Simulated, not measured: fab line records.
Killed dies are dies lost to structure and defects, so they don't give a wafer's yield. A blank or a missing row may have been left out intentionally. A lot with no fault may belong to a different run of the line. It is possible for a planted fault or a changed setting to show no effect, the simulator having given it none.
Lot-split experiment	flow n5 finfet	21 wafers read from 7 lots, route of 1938 steps

## ON THE SPLIT
At N5_SDB_COAT_03 (time 60 s, resist thk 100 nm), the setting spin rpm was moved away from the recipe's 1500 rpm on 5 of the 21 wafers read, by -10.1% to +5.2%. This setting was run at the recipe's value on the other wafers.

## FROM THE SPLIT TO THE READING: what the file shows between them, 3 steps
- N5_SDB_ETCH_18: etches SOC in N2/H2, target depth 100 nm, overetch 20 nm, time 150 s (also split here: source w)
- N5_SDB_STRIP_19: strips in N2/H2
- N5_SDB_STRIP_21: strips in CF4

## THE READING
SOC_of_SDB_COAT_03.thk nm (the simulator's own value, which no gauge read), in nm, at N5_SDB_HM_OPEN_20 (chemistry CH3F/O2, target SiNx, stops on poly-Si, target depth 24 nm). The file does not state a usual value for it. Here, 16 wafers ran the recipe; their average is 83.9 nm with a standard deviation of 0.43 nm.

wafer	tool, chamber at the split	spin rpm as run, rpm	against the recipe	SOC_of_SDB_COAT_03.thk nm, nm	against lot-mates on the recipe
L081.1	litho track-01, 0	1500	recipe	83.6	-
L081.2	litho track-01, 0	1500	recipe	83.6	-
L081.3	litho track-01, 0	1500	recipe	84	-
L082.2	litho track-03, 0	1500	recipe	84.4	-
L082.4	litho track-03, 0	1500	recipe	84.2	-
L082.6	litho track-03, 0	1500	recipe	84.8	-
L083.3	litho track-01, 0	1500	recipe	84	-
L083.4	litho track-01, 0	1500	recipe	83.4	-
L083.6	litho track-01, 0	1500	recipe	84.4	-
L086.1	litho track-01, 0	1500	recipe	83.6	-
L086.2	litho track-01, 0	1500	recipe	83.6	-
L086.3	litho track-01, 0	1500	recipe	83.2	-
L087.1	litho track-03, 0	1571	+4.7%	82	-2.4
L087.2	litho track-03, 0	1571	+4.7%	81.6	-2.8
L087.3	litho track-03, 0	1500	recipe	84.4	-
L088.1	litho track-03, 0	1500	recipe	83.6	-
L088.6	litho track-03, 0	1500	recipe	83.6	-
L088.4	litho track-03, 0	1349	-10.1%	89.8	+6.2
L090.2	litho track-01, 0	1578	+5.2%	81.4	-2.4
L090.4	litho track-01, 0	1578	+5.2%	81.4	-2.4
L090.6	litho track-01, 0	1500	recipe	83.8	-

FIT RESULTS
A straight line over all 21 wafers: SOC_of_SDB_COAT_03.thk nm changes by -0.53 nm for each +1% of spin rpm; r = -0.97; the points scatter about the line by 0.44 nm.
The same after taking each lot's own level away (the mean of its wafers on the recipe; 21 wafers): -0.563 nm for each +1%; r = -0.99; scatter 0.3 nm.
Per that fit: largest spin rpm move, reading shift of 5.7 nm.
From 83.47 to 84.47 nm: that is the span of the lots' own levels, equal to 2.3 times the standard deviation above.
Consequently the slope shifts little with the lot-to-lot level, the two slopes agreeing.
Check: +5.04 nm against its lot-mates is what the line predicts for one of the wafers moved furthest among these (-10.1%) when that wafer is left out of the fit. Against them it came out at +6.2 nm.

## THESE WAFERS: OTHER SPLITS
These wafers also went through other splits before the reading. Each is held against what the fit with the lots' levels taken away leaves over:
other split on the same wafers	wafers away from the commonest value	r with SOC_of_SDB_COAT_03.thk nm (lot level and that fit taken away)
N5_SD_EPI_N_DESCUM_14 time s	6	-0.27
N5_SDB_ETCH_18 source w	8	-0.06

## THE WHOLE CHAIN: every reading that the file lists as answering this split, in the file's order
step	what it does	reading	change (the file's fit)	r (the file's)
N5_SDB_COAT_03	time 60 s, resist thk 100 nm	SOC_of_SDB_COAT_03.thk nm (the simulator's own value, which no gauge read)	-0.515 nm for each +1% of the setting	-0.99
N5_SDB_ETCH_18	etches SOC in N2/H2, target depth 100 nm, overetch 20 nm, time 150 s	etch.depth nm (the simulator's own value, which no gauge read)	-0.515 nm for each +1% of the setting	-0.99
N5_SDB_HM_OPEN_20	chemistry CH3F/O2, target SiNx, stops on poly-Si, target depth 24 nm	SOC_of_SDB_COAT_03.thk nm (the simulator's own value, which no gauge read)	-0.578 nm for each +1% of the setting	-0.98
N5_SDB_STRIP_22	strips in N2/H2	strip time to endpoint s	withheld for each +1% of the setting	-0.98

## THE FILE'S OWN FIT
SOC_of_SDB_COAT_03.thk nm changes by -0.578 nm for each +1% of spin rpm, r = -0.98.
